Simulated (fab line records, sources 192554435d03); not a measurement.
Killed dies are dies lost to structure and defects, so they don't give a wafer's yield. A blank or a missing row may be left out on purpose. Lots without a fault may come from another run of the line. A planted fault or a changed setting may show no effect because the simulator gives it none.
Split-lot experiment | flow n5_finfet | 7 lots, 21 wafers read, on a route of 1938 steps

THE SPLIT
At N5_BEOL_M7_COAT_05 (resist thk 90 nm), the setting spin_rpm was moved away from the recipe's 1500 rpm on 6 of the 21 wafers read, by -5.0% to +10.5%. The other wafers ran this setting at the recipe's value.

FROM THE SPLIT TO THE READING: what the file shows between them, 4 steps
- N5_BEOL_M7_EBR_07
- N5_BEOL_M7_SOFTBAKE_06: time 60 s
- N5_BEOL_M7_EXPOSE_08: exposes mask M7
- N5_BEOL_M7_PEB_09: peb time 60 s

THE READING
CAR-ArF_of_BEOL_M7_COAT_05.thk_nm (the simulator's own value, which no gauge read), in nm, at N5_BEOL_M7_DEVELOP_10 (develop time 30 s). The file gives no usual value for it. The 15 wafers here that ran the recipe average 88.4 nm, standard deviation 0.18 nm.

wafer  | tool, chamber at the split | spin_rpm as run, rpm | against the recipe | CAR-ArF_of_BEOL_M7_COAT_05.thk_nm, nm | against lot-mates on the recipe
L075.1 | litho_track-05, 0          | 1500                 | recipe             | 88.4                                  | -
L075.2 | litho_track-05, 0          | 1500                 | recipe             | 88.4                                  | -
L075.3 | litho_track-05, 0          | 1500                 | recipe             | 88.2                                  | -
L076.3 | litho_track-03, 0          | 1425                 | -5.0%              | 90.6                                  | +2.2
L076.6 | litho_track-03, 0          | 1425                 | -5.0%              | 90.6                                  | +2.2
L076.4 | litho_track-03, 0          | 1500                 | recipe             | 88.4                                  | -
L081.1 | litho_track-05, 0          | 1433                 | -4.5%              | 90                                    | +1.8
L081.2 | litho_track-05, 0          | 1500                 | recipe             | 88.2                                  | -
L081.3 | litho_track-05, 0          | 1433                 | -4.5%              | 90.2                                  | +2.0
L083.1 | litho_track-03, 0          | 1500                 | recipe             | 88.6                                  | -
L083.2 | litho_track-03, 0          | 1500                 | recipe             | 88.6                                  | -
L083.3 | litho_track-03, 0          | 1500                 | recipe             | 88.4                                  | -
L086.3 | litho_track-01, 0          | 1657                 | +10.5%             | 84.4                                  | -4.4
L086.4 | litho_track-01, 0          | 1657                 | +10.5%             | 84.4                                  | -4.4
L086.6 | litho_track-01, 0          | 1500                 | recipe             | 88.8                                  | -
L089.1 | litho_track-01, 0          | 1500                 | recipe             | 88.6                                  | -
L089.3 | litho_track-01, 0          | 1500                 | recipe             | 88.2                                  | -
L089.4 | litho_track-01, 0          | 1500                 | recipe             | 88.4                                  | -
L090.4 | litho_track-05, 0          | 1500                 | recipe             | 88.4                                  | -
L090.5 | litho_track-05, 0          | 1500                 | recipe             | 88.2                                  | -
L090.6 | litho_track-05, 0          | 1500                 | recipe             | 88.2                                  | -

THE FIT
A straight line over all 21 wafers: CAR-ArF_of_BEOL_M7_COAT_05.thk_nm changes by -0.392 nm for each +1% of spin_rpm; r = -0.99; the points scatter about the line by 0.18 nm.
The same after taking each lot's own level away (the mean of its wafers on the recipe; 21 wafers): -0.424 nm for each +1%; r = -1.00; scatter 0.1 nm.
On that fit, the largest move of spin_rpm shifts the reading by 4.4 nm.
The lots' own levels span 88.20 to 88.80 nm, that is 3.4 times the standard deviation above.
So the lot-to-lot level changes the slope little: the two slopes agree.
Check: with one of the wafers moved furthest among these (+10.5%) left out of the fit, the line predicts -4.45 nm for it against its lot-mates. It came out at -4.4 nm against them.

OTHER SPLITS ON THESE WAFERS
These wafers also went through other splits before the reading. Each is held against what the fit with the lots' levels taken away leaves over:
other split on the same wafers | wafers away from the commonest value | r with CAR-ArF_of_BEOL_M7_COAT_05.thk_nm (lot level and that fit taken away)
N5_BEOL_M5_ETCH_62 source_w    | 9                                    | +0.22
N5_BEOL_M6_ILD_DEP_00 time_s   | 6                                    | +0.06
N5_BEOL_M6_EXPOSE_08 dose_mj   | 6                                    | -0.28

THE WHOLE CHAIN: every reading that the file lists as answering this split, in the file's order
step                  | what it does      | reading                                                                            | change (the file's fit)               | r (the file's)
N5_BEOL_M7_COAT_05    | resist thk 90 nm  | CAR-ArF_of_BEOL_M7_COAT_05.thk_nm (the simulator's own value, which no gauge read) | -0.415 nm for each +1% of the setting | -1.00
N5_BEOL_M7_DEVELOP_10 | develop time 30 s | CAR-ArF_of_BEOL_M7_COAT_05.thk_nm (the simulator's own value, which no gauge read) | -0.424 nm for each +1% of the setting | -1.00

THE FILE'S OWN FIT
CAR-ArF_of_BEOL_M7_COAT_05.thk_nm changes by -0.424 nm for each +1% of spin_rpm, r = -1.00.
